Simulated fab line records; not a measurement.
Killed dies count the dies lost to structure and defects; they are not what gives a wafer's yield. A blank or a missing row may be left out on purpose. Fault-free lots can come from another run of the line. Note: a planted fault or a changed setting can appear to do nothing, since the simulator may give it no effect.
fab line records ; flow n5Finfet
record lots=5; wafers=15; lastDay=17
route steps=1938 shown BEOL_M0@719 BEOL_M1@751 PASSIVATION@1936
lots that met no fault: taken from a fault-free run of the same line
startH: hours from the record's first day to the start of the lot's first wafer shown ; waitH: time in hours since the lot's previous step ; " the same as in the row above ; L1.1+2: a row that stands for several wafers ; - no value, or no start was given ; * or withheld: withheld ; < > ~ a bound
route shown NAME@n: NAME is a module with steps in the file, n the number in the route of the first one ; usual: average and standard deviation across the fault-free wafers ; same: alike in all rows ; chamber/n: place in a boat ; sites: readings site by site ; _std_site: the values' standard deviation ; _edge_site: inner sites' mean taken away from outer sites' mean ; radiusMm: for every site, how far away it sits from the centre of the wafer ; mask NAME#n: copy n ; behind: the tool/chamber that last shaped the wafer ; hold: what put the lot on hold/how long, in hours/how the hold closed ; device: names the non-switching transistor (n, p or np) ; end of line: the route-end tests of the same wafers ; where a step has no rows: the recipe by itself ; killed: dies lost to structure and defects at the first sort, not the wafer's yield ; map: dies across one wafer; x = killed, . = not, _ = none there
set.NAME: the setting that was run; set.NAME@STEP: the one run at that earlier step ; model.NAME: the simulator's own value behind a step, which no gauge read
lots at some steps of the route; a table a step, a row a wafer
services: when a tool's chamber went out of use (startH, in hours from the record's first day, below 0 if earlier), for how many hours, and the reason
## steps
# step N5_BEOL_M0_WET_ETCH_106
# recipe chemistry=DHF; dilution=10:1; tempC=25; target=SiO2; targetDepthA=1300; dry=ipaMarangoni; rinseTimeS=30; rinseTempC=23
# step N5_BEOL_M0_ETCH_128
# recipe chemistry=CF4/N2; targetDepthA=120; overetchA=51; target=SiCN; timeS=21.4; ionEnergyEv=150; pressureMtorr=40; sourceW=430; biasW=70; Ar_flow_sccm=100; cf4FlowSccm=60; n2FlowSccm=60
# usual drypumpMotorCurrentA=5.7/0.38; oesProductAu=0.53/0.06; rfFwdPowerW=426.1/1.4; rfVppV=382.0/1.7; showerheadPlenumPTorr=2.19/0.067; throttleValvePct=15.49/0.25
lot.wafer;tool;chamber;startH;waitH;drypumpMotorCurrentA;oesProductAu;rfFwdPowerW;rfHoursCounterH;rfVppV;showerheadPlenumPTorr;throttleValvePct
L255.1;rieDiel-01;1;135.05;0.1;5.4;0.50;425.6;200;380.4;2.11;15.94
L255.2;rieDiel-01;3;135.05;0.1;5.5;0.49;426.1;180;381.6;2.18;15.36
L255.3;rieDiel-01;2;135.05;0.1;5.8;0.50;424.1;188;381.5;2.20;15.57
L259.1;rieDiel-03;3;158.36;0.0;6.6;0.57;425.0;65;385.9;2.32;15.18
L259.3;rieDiel-03;2;158.36;0.0;5.7;0.64;426.7;5;385.8;2.35;15.38
L259.4;rieDiel-03;0;158.36;0.0;5.4;0.50;428.0;173;380.0;2.11;15.46
L260.2;rieDiel-01;2;161.41;0.0;5.8;0.48;424.2;196;383.1;2.20;15.59
L260.3;rieDiel-01;3;161.41;0.0;5.5;0.49;423.5;189;381.1;2.18;15.37
L260.6;rieDiel-01;3;161.41;0.0;5.5;0.50;426.0;-;381.8;2.18;15.40
L266.2;rieDiel-01;1;204.52;0.4;5.3;0.48;426.6;225;378.1;2.10;16.00
L266.4;rieDiel-01;2;204.52;0.4;5.8;0.49;425.6;212;380.9;2.19;15.62
L266.5;rieDiel-01;0;204.52;0.4;5.5;0.50;425.9;-;384.1;2.29;15.49
L272.3;rieDiel-01;2;234.01;0.0;5.8;0.47;423.6;222;382.0;2.19;15.65
L272.5;rieDiel-01;1;234.01;0.0;5.3;0.48;426.4;-;379.0;2.10;16.00
L272.6;rieDiel-01;2;234.01;0.0;5.8;0.48;425.8;-;380.8;2.19;15.63
# step N5_BEOL_M0_TRENCH_ETCH_107
# recipe chemistry=C4F6/O2; targetDepthA=328; target=SiOC; timeS=16.4; ionEnergyEv=250; pressureMtorr=30; sourceW=355; biasW=185; Ar_flow_sccm=300; C4F6_flow_sccm=10; O2_flow_sccm=10
# step N5_BEOL_M0_STRIP_142
# recipe chemistry=N2/H2; timeS=10; powerW=450; tempC=40; pressureMtorr=20; rfFrequencyHz=6e+07; biasPowerW=7; n2FlowSccm=200; h2FlowSccm=200
# step N5_BEOL_M0_OCD_MEAS_108
# usual trenchDepthNm=32.6/0.59
lot.wafer;tool;chamber;startH;waitH;trenchDepthNm
L255.1;ocd-01;-;135.20;0.1;32.8
L255.2;ocd-01;-;135.20;0.1;33.0
L255.3;ocd-01;-;135.20;0.1;32.0
L259.1;ocd-02;-;158.50;0.1;32.3
L259.3;ocd-02;-;158.50;0.1;33.2
L259.4;ocd-02;-;158.50;0.1;32.4
L260.2;ocd-01;-;161.56;0.1;31.6
L260.3;ocd-01;-;161.56;0.1;32.3
L260.6;ocd-01;-;161.56;0.1;32.5
L266.2;ocd-02;-;204.66;0.1;33.1
L266.4;ocd-02;-;204.66;0.1;31.9
L266.5;ocd-02;-;204.66;0.1;33.1
L272.3;ocd-01;-;234.16;0.1;32.3
L272.5;ocd-01;-;234.16;0.1;33.0
L272.6;ocd-01;-;234.16;0.1;32.2
# step N5_BEOL_M0_HM_STRIP_129
# recipe chemistry=peroxideTinStrip; material=TiN; targetDepthA=170; tempC=50; timeS=108
# step N5_BEOL_M0_SRD_130
# recipe timeS=30; tempC=23; rinseLiquid=diw; dry=ipaMarangoni
# step N5_BEOL_M0_ETCH_109
# recipe chemistry=CH3F/O2; targetDepthA=80; overetchA=24; target=SiCN; timeS=27.4; ionEnergyEv=120; pressureMtorr=30; sourceW=395; biasW=75; Ar_flow_sccm=150; CH3F_flow_sccm=30; O2_flow_sccm=20
# usual drypumpMotorCurrentA=5.7/0.42; oesProductAu=0.69/0.078; rfFwdPowerW=393.2/1.3; rfVppV=297.1/1.6; showerheadPlenumPTorr=1.99/0.073; throttleValvePct=16.33/0.28
lot.wafer;tool;chamber;startH;waitH;drypumpMotorCurrentA;oesProductAu;rfFwdPowerW;rfHoursCounterH;rfVppV;showerheadPlenumPTorr;throttleValvePct
L255.1;rieDiel-01;1;135.43;0.1;5.3;0.63;392.4;201;294.6;1.90;16.82
L255.2;rieDiel-01;3;135.43;0.1;5.5;0.63;395.6;180;297.2;1.98;16.28
L255.3;rieDiel-01;0;135.43;0.1;5.5;0.65;393.4;160;300.4;2.08;16.32
L259.1;rieDiel-03;2;158.61;0.0;5.7;0.82;392.9;5;299.3;2.14;16.28
L259.3;rieDiel-03;3;158.61;0.0;6.6;0.72;393.4;65;299.0;2.11;16.11
L259.4;rieDiel-03;1;158.61;0.0;5.7;0.61;391.7;240;299.4;2.07;16.76
L260.2;rieDiel-06;0;161.67;0.0;6.5;0.66;393.7;124;295.9;1.93;16.31
L260.3;rieDiel-06;2;161.67;0.0;5.3;0.59;394.5;249;299.4;2.04;16.43
L260.6;rieDiel-06;0;161.67;0.0;6.5;0.67;394.2;-;295.9;1.93;16.31
L266.2;rieDiel-03;3;204.77;0.0;6.6;0.71;392.1;83;298.8;2.11;16.17
L266.4;rieDiel-03;3;204.77;0.0;6.6;0.71;391.8;-;299.0;2.11;16.17
L266.5;rieDiel-03;2;204.77;0.0;5.7;0.78;393.4;-;299.1;2.14;16.34
L272.3;rieDiel-06;1;234.27;0.0;5.5;0.76;393.3;30;295.9;1.94;15.81
L272.5;rieDiel-06;1;234.27;0.0;5.4;0.75;391.0;-;296.8;1.94;15.81
L272.6;rieDiel-06;2;234.27;0.0;5.3;0.80;391.8;-;297.1;2.03;15.99
# step N5_BEOL_M0_STRIP_139
# recipe chemistry=postEtchResidueRemover; timeS=60; tempC=25; removerPh=withheld; removerWaterWtPct=withheld; removerFluorideWtPct=withheld
# step N5_BEOL_M0_SRD_111
# recipe timeS=30; tempC=23; rinseLiquid=diw; dry=ipaMarangoni
# step N5_BEOL_M0_DEGAS_112
# recipe ambient=vacuum; tempC=250; timeS=60
# step N5_BEOL_M0_PRE_CLEAN_113
# recipe gas=H2/He; timeS=30; tempC=250
# step N5_BEOL_M0_ALD_136
# recipe material=TaN; targetThkA=*; tempC=275; aldPrecursorFamily=PDMAT; aldCoReactant=NH3; pressureTorr=3; carrierFlowSccm=1500; pulseTimeS=2; purgeTimeS=3; coReactantPurgeTimeS=2; coReactantPulseTimeS=3; aldCycles=30; precursorVesselTempC=75; precursorVesselPressureTorr=26.25; precursorVesselCarrierSccm=1000
# usual heaterPowerW=428/40
# same coReactantPulseTimeS=3
lot.wafer;tool;chamber;startH;waitH;heaterPowerW
L255.1;aldMetal-04;1;136.47;0.0;415
L255.2;aldMetal-04;3;136.47;0.0;505
L255.3;aldMetal-04;0;136.47;0.0;484
L259.1;aldMetal-02;2;159.26;0.1;449
L259.3;aldMetal-02;3;159.26;0.1;455
L259.4;aldMetal-02;1;159.26;0.1;441
L260.2;aldMetal-03;3;162.16;0.0;364
L260.3;aldMetal-03;0;162.16;0.0;412
L260.6;aldMetal-03;3;162.16;0.0;363
L266.2;aldMetal-03;0;205.45;0.0;409
L266.4;aldMetal-03;2;205.45;0.0;453
L266.5;aldMetal-03;1;205.45;0.0;416
L272.3;aldMetal-04;1;234.93;0.0;421
L272.5;aldMetal-04;2;234.93;0.0;397
L272.6;aldMetal-04;1;234.93;0.0;422
# step N5_BEOL_M0_SURFACE_TREAT_137
# recipe gas=Ar; timeS=*; ionEnergyEv=*; ionCurrentMaCm2=0.5; pressureMtorr=*; arFlowSccm=30
# step N5_BEOL_M0_CVD_115
# recipe material=Co; targetThkA=*; tempC=withheld; precursor=CCTBA/H2; pressureTorr=30; timeS=120
# step N5_BEOL_M0_SPUTTER_116
# recipe material=Cu; targetThkA=40; tempC=-20; chamberPressurePa=0.07; powerW=withheld; timeS=7.37
# step N5_BEOL_M0_ANNEAL_117
# recipe tempC=400; timeS=60; ambient=vacuum
# usual heaterPowerW=811/70
lot.wafer;tool;chamber;startH;waitH;heaterPowerW
L255.1;pvdSputter-01;-;137.72;0.1;748
L255.2;pvdSputter-01;-;137.72;0.1;810
L255.3;pvdSputter-01;-;137.72;0.1;854
L259.1;pvdSputter-01;-;159.85;0.0;818
L259.3;pvdSputter-01;-;159.85;0.0;851
L259.4;pvdSputter-01;-;159.85;0.0;792
L260.2;pvdSputter-02;-;162.75;0.0;779
L260.3;pvdSputter-02;-;162.75;0.0;925
L260.6;pvdSputter-02;-;162.75;0.0;775
L266.2;pvdSputter-02;-;207.65;0.0;774
L266.4;pvdSputter-02;-;207.65;0.0;717
L266.5;pvdSputter-02;-;207.65;0.0;715
L272.3;pvdSputter-02;-;235.91;0.0;715
L272.5;pvdSputter-02;-;235.91;0.0;751
L272.6;pvdSputter-02;-;235.91;0.0;692
# step N5_BEOL_M0_SPUTTER_132
# recipe material=Cu; targetThkA=40; tempC=-20; chamberPressurePa=0.07; powerW=withheld; timeS=7.37
# step N5_BEOL_M0_ANNEAL_133
# recipe tempC=400; timeS=60; ambient=vacuum
# usual heaterPowerW=813/72
lot.wafer;tool;chamber;startH;waitH;heaterPowerW
L255.1;pvdSputter-01;-;137.96;0.1;749
L255.2;pvdSputter-01;-;137.96;0.1;834
L255.3;pvdSputter-01;-;137.96;0.1;853
L259.1;pvdSputter-01;-;159.97;0.0;819
L259.3;pvdSputter-01;-;159.97;0.0;877
L259.4;pvdSputter-01;-;159.97;0.0;786
L260.2;pvdSputter-02;-;162.87;0.0;774
L260.3;pvdSputter-02;-;162.87;0.0;910
L260.6;pvdSputter-02;-;162.87;0.0;786
L266.2;pvdSputter-02;-;207.77;0.0;799
L266.4;pvdSputter-02;-;207.77;0.0;712
L266.5;pvdSputter-02;-;207.77;0.0;680
L272.3;pvdSputter-02;-;236.03;0.0;702
L272.5;pvdSputter-02;-;236.03;0.0;777
L272.6;pvdSputter-02;-;236.03;0.0;704
# step N5_BEOL_M0_SPUTTER_134
# recipe material=Cu; targetThkA=40; tempC=-20; chamberPressurePa=0.07; powerW=withheld; timeS=7.37
# step N5_BEOL_M0_ANNEAL_135
# recipe tempC=400; timeS=60; ambient=vacuum
# step N5_BEOL_M0_SPUTTER_141
# recipe material=Cu; targetThkA=40; tempC=-20; chamberPressurePa=0.07; powerW=withheld; timeS=7.37
# step N5_BEOL_M0_ECD_118
# recipe material=Cu; targetThkA=3000
# step N5_BEOL_M0_ANNEAL_119
# recipe tempC=225; timeS=90; ambient=N2
# step N5_BEOL_M0_CMP_120
# recipe stopOn=SiOC; tOverpolishS=6.9; downForcePsi=1; platenRpm=50; clearingPlatenDownForcePsi=1.5; clearingPlatenRpm=50; postCmpClean=cuAlkaline; clearingPlatenPadVelocityMS=0.99484; padVelocityMS=0.99484
# step N5_BEOL_M0_PRE_CLEAN_131
# recipe gas=NH3/H2; timeS=15; tempC=*; rfPowerW=300
# step N5_BEOL_M0_CO_CAP_123
# recipe material=Co; targetThkA=20; tempC=200; precursor=CCTBA/H2; pressureTorr=30; timeS=102.1
# usual heaterPowerW=234/11
lot.wafer;tool;chamber;startH;waitH;heaterPowerW
L255.1;cvdCo-01;0;140.09;0.0;236
L255.2;cvdCo-01;2;140.09;0.0;234
L255.3;cvdCo-01;1;140.09;0.0;238
L259.1;cvdCo-01;2;164.41;0.0;242
L259.3;cvdCo-01;1;164.41;0.0;240
L259.4;cvdCo-01;1;164.41;0.0;237
L260.2;cvdCo-01;1;166.73;0.0;234
L260.3;cvdCo-01;0;166.73;0.0;233
L260.6;cvdCo-01;2;166.73;0.0;242
L266.2;cvdCo-01;1;208.81;0.0;233
L266.4;cvdCo-01;1;208.81;0.0;238
L266.5;cvdCo-01;0;208.81;0.0;233
L272.3;cvdCo-01;0;237.69;0.0;232
L272.5;cvdCo-01;2;237.69;0.0;239
L272.6;cvdCo-01;0;237.69;0.0;237
# step N5_BEOL_M0_PRE_CLEAN_124
# recipe gas=NH3; timeS=15; tempC=withheld; rfPowerW=300
# step N5_BEOL_M0_DEP_125
# recipe material=SiCN; targetThkA=80; tempC=withheld; precursor=3MS/NH3; pressureTorr=3; rfW=202; timeS=14
# step N5_BEOL_M0_RS_MEAS_126
# recipe thkMeasGauge=four-point-probe; reads=Co_of_BEOL_M0_CO_CAP_123+Cu_of_BEOL_M0_ECD_118+Co_of_BEOL_M0_CVD_115+TaN_of_BEOL_M0_ALD_136
# usual M0_RS=0.536/0.021
lot.wafer;tool;chamber;startH;waitH;M0_RS[ohm/sq]
L255.1;filmMetro-02;-;140.28;0.0;0.562
L255.2;filmMetro-02;-;140.28;0.0;0.580
L255.3;filmMetro-02;-;140.28;0.0;0.537
L259.1;filmMetro-02;-;164.59;0.0;0.548
L259.3;filmMetro-02;-;164.59;0.0;0.529
L259.4;filmMetro-02;-;164.59;0.0;0.540
L260.2;filmMetro-01;-;166.92;0.1;0.536
L260.3;filmMetro-01;-;166.92;0.1;0.556
L260.6;filmMetro-01;-;166.92;0.1;0.516
L266.2;filmMetro-02;-;209.02;0.1;0.530
L266.4;filmMetro-02;-;209.02;0.1;0.523
L266.5;filmMetro-02;-;209.02;0.1;0.505
L272.3;filmMetro-01;-;237.88;0.1;0.518
L272.5;filmMetro-01;-;237.88;0.1;0.502
L272.6;filmMetro-01;-;237.88;0.1;0.509
# step N5_BEOL_M1_ILD_DEP_00
# recipe material=SiOC; targetThkA=790; tempC=350; precursor=DEMS/O2; pressureTorr=5; rfW=500; timeS=15.3
# step N5_BEOL_M1_THK_MEAS_01
# recipe reads=SiOC_of_BEOL_M1_ILD_DEP_00
# usual M1_ILD_THK=78.3/1
lot.wafer;tool;chamber;startH;waitH;M1_ILD_THK[nm]
L255.1;filmMetro-01;-;140.41;0.0;77.8
L255.2;filmMetro-01;-;140.41;0.0;78.6
L255.3;filmMetro-01;-;140.41;0.0;78.3
L259.1;filmMetro-01;-;164.72;0.0;76.8
L259.3;filmMetro-01;-;164.72;0.0;76.6
L259.4;filmMetro-01;-;164.72;0.0;78.9
L260.2;filmMetro-01;-;167.05;0.1;75.8
L260.3;filmMetro-01;-;167.05;0.1;76.5
L260.6;filmMetro-01;-;167.05;0.1;77.8
L266.2;filmMetro-02;-;209.17;0.1;77.3
L266.4;filmMetro-02;-;209.17;0.1;78.4
L266.5;filmMetro-02;-;209.17;0.1;79.9
L272.3;filmMetro-01;-;238.01;0.1;80.0
L272.5;filmMetro-01;-;238.01;0.1;78.6
L272.6;filmMetro-01;-;238.01;0.1;80.0
# step N5_BEOL_M1_PECVD_72
# recipe material=SiO2; targetThkA=160; tempC=400; precursor=TEOS/O2; pressureTorr=5.5; rfW=450; teosFlowSccm=53.8; gas=O2; flowSccm=3000; timeS=18
# step N5_BEOL_M1_HM_DEP_02
# recipe material=TiN; targetThkA=200; tempC=25; chamberPressurePa=0.49996
# step N5_BEOL_M1_COAT_61
# recipe resist=SOC; tempC=250; timeS=60; spinRpm=1500; resistThkNm=60
# step N5_BEOL_M1_COAT_62
# recipe resist=SiARC; tempC=220; timeS=60; spinRpm=1500; resistThkNm=12
# step N5_BEOL_M1_COAT_73
# recipe resist=underlayer; tempC=205; timeS=60; spinRpm=1500; resistThkNm=5
# step N5_BEOL_M1_COAT_05
# recipe resist=CAR-EUV; spinRpm=1500; resistThkNm=30
# step N5_BEOL_M1_EBR_07
# recipe solvent=PGMEA; ebrWidthMm=1.5
# step N5_BEOL_M1_SOFTBAKE_06
# recipe tempC=110; timeS=60; resist=CAR-EUV
# step N5_PASSIVATION_PROBE_49
# usual defectLimitedYield=91.1/1.5; killed_at_M0_to_M3=33/9.9; killed_at_M4_up=14/5.2; killedAtContacts=12/6.7; killedAtFrontEnd=43/13; killedAtOther=3.4/2.7; killedDies=105/17; killedOpen=69/13; killedShort=33/7.5; sort_bin_5_function=5.2/0.91; sort_bin_6_memory=3.3/0.71; sort_bin_8_speed=0.00/0.032; sortNPass=1075/17; sortYieldPct=91.1/1.5
# same grossDies=1180; killedAtBackSide=0; sort_bin_4_leakage[%]=0
lot.wafer;tool;chamber;startH;waitH;defectLimitedYield[%];killed_at_M0_to_M3;killed_at_M4_up;killedAtContacts;killedAtFrontEnd;killedAtOther;killedDies;killedOpen;killedShort;sort_bin_5_function[%];sort_bin_6_memory[%];sort_bin_8_speed[%];sortNPass;sortYieldPct[%]
L255.1;prober-02;-;316.21;0.0;91.1;30;10;10;45;10;105;68;30;4.8;3.1;0;1075;91.1
L255.2;prober-02;-;316.26;0.1;91.0;47;17;4;33;5;106;72;34;5.3;3.6;0;1074;91.0
L255.3;prober-02;-;316.31;0.1;91.9;39;13;14;28;2;96;66;30;3.8;4.0;0;1084;91.9
L259.1;prober-01;-;328.79;0.0;90.5;20;7;19;54;12;112;74;35;5.7;3.5;0;1068;90.5
L259.3;prober-01;-;328.89;0.1;92.5;12;8;20;46;2;88;55;33;4.1;3.2;0;1092;92.5
L259.4;prober-01;-;328.94;0.2;90.3;19;15;19;61;0;114;81;31;4.7;4.7;0;1066;90.3
L266.2;prober-01;-;373.33;0.1;89.8;19;11;10;73;7;120;78;41;6.7;3.1;0;1060;89.8
L266.4;prober-01;-;373.43;0.2;89.1;27;17;8;75;2;129;76;46;6.0;3.8;0;1051;89.1
L266.5;prober-01;-;373.48;0.2;79.9;178;12;6;38;3;237;53;21;11.7;3.6;0;943;79.9
# killed by level:class
L255.1 BEOL_M2:geometricParticle:open=12 MOL_CONTACT_COAG:geometricParticle:open=8 STI_FIN_REVEAL:geometricParticle:open=7 HKMG_FIN:areaEtch=7 FIN_SAQP:geometricParticle:short=6 DUMMY_GATE:geometricParticle:open=5 GATE_CUT:geometricParticle:short=5 BEOL_M3:geometricParticle:open=5
L255.2 BEOL_M0:geometricParticle:open=15 BEOL_M2:geometricParticle:open=11 STI_FIN_REVEAL:geometricParticle:open=8 BEOL_M0_SAQP:geometricParticle:short=7 GATE_CUT:geometricParticle:open=6 BEOL_M4:geometricParticle:open=6 GATE_CUT:geometricParticle:short=5 BEOL_M0_SAQP:geometricParticle:open=4
L255.3 MOL_CONTACT_COAG:geometricParticle:open=11 BEOL_M2:geometricParticle:open=9 GATE_CUT:geometricParticle:short=8 BEOL_M0_SAQP:geometricParticle:open=8 BEOL_M0_SAQP:geometricParticle:short=6 BEOL_M4:geometricParticle:open=5 FIN_SAQP:geometricParticle:open=4 BEOL_M1:geometricParticle:open=4
L259.1 MOL_CONTACT_COAG:geometricParticle:open=18 STI_FIN_REVEAL:geometricParticle:open=14 FIN_SAQP:geometricParticle:open=11 FIN_SAQP:geometricParticle:short=9 BEOL_M2:geometricParticle:open=6 BEOL_M0_SAQP:geometricParticle:short=5 DUMMY_GATE:geometricParticle:open=4 GATE_CUT:geometricParticle:short=4
L259.3 MOL_CONTACT_COAG:geometricParticle:open=14 FIN_SAQP:geometricParticle:short=13 FIN_SAQP:geometricParticle:open=9 DUMMY_GATE:geometricParticle:open=6 MOL_CONTACT_COAG:geometricParticle:short=6 BEOL_M4:geometricParticle:open=5 STI_FIN_REVEAL:geometricParticle:short=4 BEOL_M0_SAQP:geometricParticle:open=3
L259.4 MOL_CONTACT_COAG:geometricParticle:open=15 FIN_SAQP:geometricParticle:short=14 FIN_SAQP:geometricParticle:open=14 STI_FIN_REVEAL:geometricParticle:open=11 BEOL_M0_SAQP:geometricParticle:open=11 BEOL_M4:geometricParticle:open=6 DUMMY_GATE:geometricParticle:open=4 MOL_CONTACT_COAG:geometricParticle:short=4
L266.2 STI_FIN_REVEAL:geometricParticle:open=21 FIN_SAQP:geometricParticle:short=21 FIN_SAQP:geometricParticle:open=12 MOL_CONTACT_COAG:geometricParticle:open=8 DUMMY_GATE:geometricParticle:open=7 STI_FIN_REVEAL:geometricParticle:short=5 BEOL_M3:geometricParticle:open=5 BEOL_M4:geometricParticle:open=5
L266.4 STI_FIN_REVEAL:geometricParticle:open=20 FIN_SAQP:geometricParticle:short=17 FIN_SAQP:geometricParticle:open=13 STI_FIN_REVEAL:geometricParticle:short=8 MOL_CONTACT_COAG:geometricParticle:open=7 HKMG_FIN:areaEtch=6 BEOL_M0_SAQP:geometricParticle:open=5 BEOL_M4:geometricParticle:open=5
L266.5 BEOL_M0:unspecified=160 FIN_SAQP:geometricParticle:open=8 STI_FIN_REVEAL:geometricParticle:open=7 DUMMY_GATE:geometricParticle:open=7 MOL_CONTACT_COAG:geometricParticle:open=6 FIN_SAQP:geometricParticle:short=5 BEOL_M3:geometricParticle:open=5 STI_FIN_REVEAL:geometricParticle:short=4
# map L266.5 (x killed, . not)
_________________...........x________________
______________............xx...._____________
___________.x........xxxxxxxx.x....__________
__________..........x.xxxxxxxxxx...._________
________....x........xxxxxxxxxxxxx...._______
_______...........xxxxxxxxxxxxxxx......______
______.........xx.xxxxxxxxxxxxxxx..x...._____
_____..............xxxxxxxxxxxxxxxxx.....____
____......x....x...xxxxxxxxxxxxxxxx......x___
___...........x.xxx.xxxxxxxxxxxxxx.........__
___..........x......xxxxxxxxxxxxx.x......x.__
__.........xx.....xxxxxxxxxxxxxxx..........._
__.......x........x..xxxxxxxxxx....x........_
_.......x....x.........xxxxxxx.x.............
_....................x.x.x.x.................
_.x..............................x...........
_.......x.........................x.........x
_.x.x......x..x.x.........x..x...............
_...x......x...............x.................
_.....x...x.....xx......x..x.....x....x.x....
_..........x.............x...................
__......x..x......x.....xx..x............x.._
__........x................................._
___....x..xxx..................x...........__
___..............x.........................__
____...............x......................___
_____...............x....................____
______........................x........._____
_______..x.........xx...............x..______
________....x........x................_______
__________......x..................._________
___________........................__________
______________.................._____________
_________________........x..x________________
# map L260.3 (x killed, . not)
_________________x.........x.________________
______________...x..........x..._____________
___________.......x......x......x..__________
__________..x.....x..............xx._________
________....x..........x.........x...._______
_______.x........x..x.........x.x......______
______x................................._____
_____x.......................x...........____
____.xx..............................x....___
___.x....................x..x.x............__
___x.x............................x.x..x.x.__
__.....x...x...x..x..........x.....x........_
__x.......x.......x............xx.....x.xx.._
_.....................xx.......x...x.........
_.....x....x.......xx.....x.x...x......x.x...
_................x........................x..
_...x.......x.x.........x....................
_.x.x.......................x............x...
_....x..................xx.........x.x..x....
_...x.x........x....x......x............x....
_...........x..x..x......x...........x...x...
__...x...........x...x.............x..x....._
__.....x..........x..x..x.....x....x........_
___................x.x...x.........x.......__
___x..........x.............x............xx__
____............................x.........___
_____...x...........................x..x.____
______....x......xx.......x............._____
_______..x......................x......______
________...........x..x.........x....._______
__________.........x..........x...x._________
___________.......x..........x.....__________
______________.....xx..........._____________
_________________.......x....________________
## services
tool;chamber;startH;hours;kind
rieDiel-06;-;127.09;0.4;repair
rieDiel-03;2;127.13;-;clean
rieDiel-03;2;127.13;-;consumableReplace:focusRing
rieDiel-03;2;127.13;-;consumableReplace:showerhead
rieDiel-03;2;127.13;11.0;scheduledDown
rieDiel-03;2;127.13;11.0;ventCycle
rieDiel-06;1;130.24;-;clean
rieDiel-06;1;130.24;-;consumableReplace:focusRing
rieDiel-06;1;130.24;18.3;scheduledDown
rieDiel-06;1;130.24;18.3;ventCycle
rieDiel-06;2;166.95;-;clean
rieDiel-06;2;166.95;-;consumableReplace:focusRing
rieDiel-06;2;166.95;22.3;scheduledDown
rieDiel-06;2;166.95;22.3;ventCycle
rieDiel-03;2;177.94;5.5;repair
rieDiel-03;1;183.66;-;clean
rieDiel-03;1;183.66;-;consumableReplace:focusRing
rieDiel-03;1;183.66;31.7;scheduledDown
rieDiel-03;1;183.66;31.7;ventCycle
aldMetal-04;3;188.33;9.8;repair
rieDiel-06;0;200.50;16.6;repair
rieDiel-03;-;205.84;0.2;repair
rieDiel-03;2;220.89;7.3;repair
aldMetal-02;3;222.47;1.6;repair
## key
firstSign step=N5_PASSIVATION_PROBE_49; reading=killed_at_M0_to_M3; direction=up; sigmas=15; usual=33; struck=178
effect step=N5_PASSIVATION_PROBE_49; reading=defectLimitedYield; direction=down; sigmas=7.7; usual=91.1; struck=79.9
moreKillsBornAt N5_BEOL_M0_ALD_136@aldMetal-03=160
metAt N5_BEOL_M0_ALD_136
struckWafers L266.5
fault kind=chamberParticleSource; tool=aldMetal-03; chamber=1; onsetH=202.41; steps=N5_BEOL_M0_ALD_136; ratePerVisitCm2=2.1413; endH=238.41
